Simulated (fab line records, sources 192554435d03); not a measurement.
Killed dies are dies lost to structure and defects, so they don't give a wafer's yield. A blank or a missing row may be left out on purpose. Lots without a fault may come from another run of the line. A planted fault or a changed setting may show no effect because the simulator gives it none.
Which tool did it? | flow n5_finfet | 11 lots, 33 wafers sampled, at 5 steps of a route of 1938

WHAT THE GAUGES READ, wafer by wafer
N5_BEOL_M3_OVL_MEAS_29.
lot  | measured     | on         | V2_OVL (nm)
L075 | day 7 23:43  | overlay-01 | -1.1 -1.1 -0.9
L077 | day 8 10:18  | overlay-01 | -0.1 0.0 -0.3
L079 | day 8 19:18  | overlay-02 | -0.1 -0.7 -0.4
L081 | day 9 18:07  | overlay-01 | -0.2 -0.7 -0.4
L085 | day 10 07:06 | overlay-01 | -0.8 -1.0 -0.5
L084 | day 10 16:41 | overlay-02 | -0.5 -0.5 -1.4
L089 | day 11 00:46 | overlay-01 | -0.3 -0.9 -0.1
L090 | day 11 05:21 | overlay-02 | 0.5 0.3 -0.4
L092 | day 12 10:01 | overlay-02 | -1.0 -0.8 -0.3
L094 | day 12 16:29 | overlay-01 | -0.2 0.5 -0.3
L096 | day 13 15:59 | overlay-02 | -0.2 -0.5 -0.4

WHICH TOOL RAN EACH LOT (tool, then ch and the chambers of the sampled wafers, then the start)
lot  | N5_BEOL_M2_ANNEAL_49         | N5_BEOL_M2_SPUTTER_92        | N5_BEOL_M3_ETCH_64                 | N5_BEOL_M3_STRIP_66
L075 | pvd_sputter-03, day 7 18:33  | pvd_sputter-03, day 7 19:47  | rie_diel-02 ch 1,3, day 7 22:59    | rie_diel-02 ch 1,3, day 7 23:07
L077 | pvd_sputter-02, day 7 23:59  | pvd_sputter-02, day 8 01:13  | rie_diel-06 ch 0,1,3, day 8 09:35  | rie_diel-06 ch 0,1,3, day 8 09:43
L079 | pvd_sputter-02, day 8 12:41  | pvd_sputter-02, day 8 13:56  | rie_diel-06 ch 0,2,3, day 8 18:29  | rie_diel-06 ch 0,2,3, day 8 18:37
L081 | pvd_sputter-01, day 9 11:41  | pvd_sputter-01, day 9 12:56  | rie_diel-02 ch 0,1,3, day 9 17:21  | rie_diel-02 ch 0,1,3, day 9 17:29
L085 | pvd_sputter-03, day 9 18:15  | pvd_sputter-03, day 9 19:29  | rie_diel-02 ch 0,1,3, day 10 02:45 | rie_diel-02 ch 0,1,3, day 10 02:53
L084 | pvd_sputter-01, day 10 09:18 | pvd_sputter-01, day 10 10:32 | rie_diel-02 ch 0,3, day 10 15:51   | rie_diel-02 ch 0,3, day 10 15:59
L089 | pvd_sputter-02, day 10 19:17 | pvd_sputter-02, day 10 20:31 | rie_diel-02 ch 0,1,3, day 10 23:56 | rie_diel-02 ch 0,1,3, day 11 00:04
L090 | pvd_sputter-03, day 11 00:40 | pvd_sputter-03, day 11 01:54 | rie_diel-04 ch 1,2,3, day 11 04:40 | rie_diel-04 ch 1,2,3, day 11 04:47
L092 | pvd_sputter-03, day 12 03:32 | pvd_sputter-03, day 12 04:47 | rie_diel-04 ch 0,2,3, day 12 09:19 | rie_diel-04 ch 0,2,3, day 12 09:26
L094 | pvd_sputter-02, day 12 11:52 | pvd_sputter-02, day 12 13:14 | rie_diel-04 ch 0,2,3, day 12 15:40 | rie_diel-04 ch 0,2,3, day 12 15:47
L096 | pvd_sputter-03, day 13 09:40 | pvd_sputter-03, day 13 10:54 | rie_diel-02 ch 0,2,3, day 13 15:05 | rie_diel-02 ch 0,2,3, day 13 15:12
- N5_BEOL_M2_ANNEAL_49: time 240 s.
- N5_BEOL_M2_SPUTTER_92: material Cu, target thk 4.5 nm, time 8.29 s.
- N5_BEOL_M3_ETCH_64: etches SOC in N2/H2, target depth 75 nm, overetch 15 nm, time 112.5 s.
- N5_BEOL_M3_STRIP_66: strips in CF4.

THE ANSWER, worked out from the rows above alone
Rule: what is usual is taken from the lots themselves. Put in order of their means at a reading, lots are off if they are a third of the lots or fewer, leave a main group of 4 or more, and stand apart from it by a gap of 3 or more times the standard deviation of the main group's means; of several such gaps the widest counts. A main group whose means are all the same, to the digits that the tables above print for the reading, isn't used. A lot without any number at a reading at which 4 lots or more have one is off too. The other lots that the step has rows for count as sound.
No lot is off at any reading shown: from this, nothing can be told.

WHAT THE SIMULATOR HAD PUT IN
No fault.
